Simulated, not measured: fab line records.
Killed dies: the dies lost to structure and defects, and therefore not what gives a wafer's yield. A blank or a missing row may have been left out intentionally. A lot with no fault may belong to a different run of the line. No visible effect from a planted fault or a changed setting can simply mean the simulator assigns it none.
Comparing a struck lot with a sound one / flow n5Finfet / 22 steps out of a route of 1938
Sound: these wafers, L188.1, L188.4, L188.5. Struck: wafer L204.1. (L204.3, L204.6 of the same lot were not struck and are left out.) The cause comes at the end.
Per side, at each step with rows, come the tool, then ch with its chambers, and then its first start. Under that, the readings that differ: sound wafers / struck wafers / difference of the means / sigmas: that difference in standard deviations of wafers without a fault.
alike: readings whose means differ by less than 2 such deviations, and words and numbers that are the same on both sides. not compared: withheld readings, readings that some wafer has no value for, bounds like >300 that may hide the same value, and numbers for which the record gives no deviation and whose values overlap.
Wherever a step has rows on one side only, a row that says differs or no value, or a row with sigmas, the two part there. When numbers do not overlap yet have no deviation, they are printed without sigmas and do not part them. A reading that every wafer of one side lacks parts them only if that side has two wafers or more.

first, 9 steps without rows for these wafers: N5_BEOL_M6_EXPOSE_08 (exposes mask M6); N5_BEOL_M6_PEB_09 (peb time 60 s); N5_BEOL_M6_DEVELOP_10 (develop time 30 s); N5_BEOL_M6_DESCUM_16 (chemistry O2, time 7.9 s); N5_BEOL_M6_ETCH_61 (etches SiARC in CF4, target depth 45.5 nm, time 75.8 s); N5_BEOL_M6_ETCH_62 (etches SOC in N2/H2, target depth 110 nm, overetch 22 nm, time 165 s); N5_BEOL_M6_STRIP_68 (strips in N2/H2); N5_BEOL_M6_STRIP_67 (strips in CF4); N5_BEOL_M6_HM_OPEN_17 (chemistry Cl2/BCl3, target TiN, target depth 20 nm, overetch 6 nm).
N5_BEOL_M6_STRIP_19: strips in O2.
  sound on rieDiel-03 ch 0,2,3, day 9 05:02; struck on rieDiel-03 ch 1, day 13 03:33
  alike: drypumpMotorCurrentA, oesProductAu, rfVppV, showerheadPlenumPTorr, throttleValvePct
  not compared: rfHoursCounterH
then, 9 steps without rows for these wafers: N5_BEOL_M6_COAT_63 (time 60 s, resist thk 60 nm); N5_BEOL_M6_COAT_64 (time 60 s, resist thk 12 nm); N5_BEOL_M6_COAT_71 (time 60 s, resist thk 5 nm); N5_BEOL_M6_COAT_22 (resist thk 30 nm); N5_BEOL_M6_EBR_24; N5_BEOL_M6_SOFTBAKE_23 (time 60 s); N5_BEOL_M6_EXPOSE_25 (exposes mask V5, target cd 40 nm); N5_BEOL_M6_PEB_26 (peb time 60 s); N5_BEOL_M6_DEVELOP_27 (develop time 30 s).
N5_BEOL_M6_INSPECT_30: inspects for defects (brightfield).
  sound on defectInspect-01, day 9 06:36; struck on defectInspect-02, day 13 04:14
reading=rawDefectCount; sound=354 486 309; struck=1656; difference=+1273; sigmas=+16
then, 1 step without rows for these wafers: N5_BEOL_M6_DESCUM_33 (chemistry O2, time 7 s).
-- the record jumps here: 3 days lie between the struck wafers' starts before and after (it left off in module BEOL_M6 and takes up again in module PASSIVATION, whose first step shown is number 1936 of the route) --
N5_PASSIVATION_PROBE_49:
  the record has rows for the struck wafers here (prober-02, day 16 14:18) and none for the sound ones

WHERE THEY PART
At N5_BEOL_M6_INSPECT_30 first; at N5_PASSIVATION_PROBE_49 last (within this record only).

WHY: what the simulator had put in
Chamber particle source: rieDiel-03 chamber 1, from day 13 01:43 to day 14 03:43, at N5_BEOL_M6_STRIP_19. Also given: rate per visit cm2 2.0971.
